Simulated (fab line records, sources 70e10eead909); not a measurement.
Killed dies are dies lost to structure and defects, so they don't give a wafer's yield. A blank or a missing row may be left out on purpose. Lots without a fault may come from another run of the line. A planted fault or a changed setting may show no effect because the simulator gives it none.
Chamber matching | flow nand_harc | NHARC_A_STAIRCASE_TRIM_187 on rie_diel-08: 3 sister chambers
The step chemistry O2, time 211.2 s. 22 wafers are shown with their chamber, then 9 later ones without.

WAFERS WITH THEIR CHAMBER
wafer  | chamber | showerhead_plenum_p_Torr (Torr) | oes_product_au (a.u.) | rf_vpp_V (V)
L075.1 | 2       | 3.71                            | 0.990                 | 58.8
L075.3 | 1       | 3.63                            | 1.002                 | 57.2
L075.6 | 2       | 3.71                            | 1.000                 | 58.3
L079.1 | 1       | 3.63                            | 1.007                 | 58.2
L079.2 | 0       | 3.27                            | 1.008                 | 57.3
L079.6 | 1       | 3.63                            | 1.002                 | 59.8
L081.2 | 0       | 3.27                            | 1.012                 | 57.1
L081.3 | 2       | 3.70                            | 0.985                 | 58.9
L081.4 | 1       | 3.63                            | 1.005                 | 56.9
L083.2 | 0       | 3.26                            | 1.007                 | 56.0
L083.4 | 1       | 3.63                            | 0.999                 | 57.9
L083.5 | 1       | 3.63                            | 0.998                 | 59.5
L084.2 | 1       | 3.62                            | 1.005                 | 58.8
L084.4 | 0       | 3.81                            | 0.995                 | 58.8
L084.6 | 1       | 3.62                            | 0.997                 | 58.8
L086.1 | 0       | 3.80                            | 1.008                 | 57.9
L086.2 | 2       | 3.69                            | 0.999                 | 58.1
L086.6 | 1       | 3.62                            | 1.001                 | 57.6
L090.1 | 2       | 3.69                            | 1.005                 | 58.0
L090.2 | 0       | 3.80                            | 0.993                 | 58.9
L090.5 | 2       | 3.69                            | 1.003                 | 58.4
L094.1 | 2       | 3.69                            | 1.002                 | 58.3

SIGNATURES (means of the wafers above)
reading                  | chamber 0 | chamber 1 | chamber 2 | scatter within a chamber
showerhead_plenum_p_Torr | 3.5350    | 3.6267    | 3.6971    | 0.151
oes_product_au           | 1.00383   | 1.00178   | 0.99771   | 0.00619
rf_vpp_V                 | 57.667    | 58.300    | 58.400    | 0.882
Rule: a wafer's distance from a chamber is the root of the sum, over the readings, of the square of ((its reading less the chamber's mean) divided by the reading's scatter). The wafer belongs to the nearest chamber; if the next one is less than 2 further off, it can't be placed. The scatter: the root of (the sum of the squares of (reading less its chamber's mean) over the shown wafers, divided by (wafers less chambers)).

WAFERS WITHOUT THEIR CHAMBER
wafer  | showerhead_plenum_p_Torr (Torr) | oes_product_au (a.u.) | rf_vpp_V (V)
L094.3 | 3.80                            | 0.992                 | 59.5
L093.3 | 3.61                            | 1.006                 | 58.1
L093.6 | 3.80                            | 0.986                 | 59.4
L096.1 | 3.69                            | 1.009                 | 59.3
L096.2 | 3.61                            | 1.004                 | 57.8
L096.4 | 3.69                            | 1.006                 | 58.3
L097.2 | 3.68                            | 1.002                 | 57.6
L097.3 | 3.79                            | 1.001                 | 59.7
L097.5 | 3.68                            | 1.011                 | 60.0

WHICH CHAMBER EACH WENT THROUGH
wafer  | from the rows above          | in truth
L094.3 | can't be placed: 2 or 1 or 0 | 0
L093.3 | can't be placed: 1 or 0 or 2 | 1
L093.6 | can't be placed: 2 or 1 or 0 | 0
L096.1 | can't be placed: 1 or 2 or 0 | 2
L096.2 | can't be placed: 0 or 1 or 2 | 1
L096.4 | can't be placed: 1 or 0 or 2 | 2
L097.2 | can't be placed: 1 or 0 or 2 | 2
L097.3 | can't be placed: 2 or 1 or 0 | 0
L097.5 | can't be placed: 1 or 2 or 0 | 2
Placed correctly: 0 of 9. Can't be placed from these rows: 9 (the true chamber is among the candidates in 9). Placed wrongly: 0.
